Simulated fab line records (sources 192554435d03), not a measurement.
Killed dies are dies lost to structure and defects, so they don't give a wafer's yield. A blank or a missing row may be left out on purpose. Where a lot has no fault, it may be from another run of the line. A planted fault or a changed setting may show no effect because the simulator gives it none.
Chamber matching + flow n5-finfet + N5_MIM_TOP_LITHO_DESCUM_10 on rie-diel-03: 4 sister chambers
The step chemistry O2, time 7.9 s. 8 wafers are shown with their chamber, then 7 later ones without.

## WAFERS WITH THEIR CHAMBER
| wafer  | chamber | showerhead-plenum-p-Torr (Torr) | throttle-valve-pct (%) |
|--------|---------|---------------------------------|------------------------|
| L666.4 | 2       | 2.21                            | 20.06                  |
| L667.1 | 2       | 2.21                            | 20.05                  |
| L669.3 | 3       | 2.13                            | 20.63                  |
| L669.6 | 3       | 2.13                            | 20.64                  |
| L673.1 | 0       | 2.03                            | 20.58                  |
| L673.6 | 1       | 2.06                            | 20.21                  |
| L686.1 | 0       | 2.02                            | 20.60                  |
| L686.4 | 1       | 2.05                            | 20.25                  |

## WAFERS WITH NO CHAMBER GIVEN
| wafer  | showerhead-plenum-p-Torr (Torr) | throttle-valve-pct (%) |
|--------|---------------------------------|------------------------|
| L686.5 | 2.03                            | 20.61                  |
| L685.3 | 2.05                            | 20.27                  |
| L685.5 | 2.05                            | 20.25                  |
| L685.6 | 2.20                            | 20.11                  |
| L688.1 | 2.20                            | 20.13                  |
| L688.2 | 2.05                            | 20.26                  |
| L688.4 | 2.19                            | 20.11                  |

## THE CHAMBER EACH PASSED THROUGH
| wafer  | from the rows above | in truth |
|--------|---------------------|----------|
| L686.5 | 0                   | 0        |
| L685.3 | 1                   | 1        |
| L685.5 | 1                   | 1        |
| L685.6 | 2                   | 2        |
| L688.1 | 2                   | 2        |
| L688.2 | 1                   | 1        |
| L688.4 | 2                   | 2        |
Placed correctly: 7 of 7. Number that these rows cannot place: 0. Placed wrongly: 0.
How it was worked out, from the rows above alone: a wafer's distance from a chamber is the root of the sum, over the readings, of the square of ((its reading less the chamber's mean) divided by the reading's scatter). If the next closest chamber is less than 2 further off than the closest, the wafer can't be placed; otherwise it belongs to the closest. The mean given for a chamber averages the wafers shown for that chamber. The scatter: the root of (the sum of the squares of (reading less its chamber's mean) over the shown wafers, divided by (wafers less chambers)).
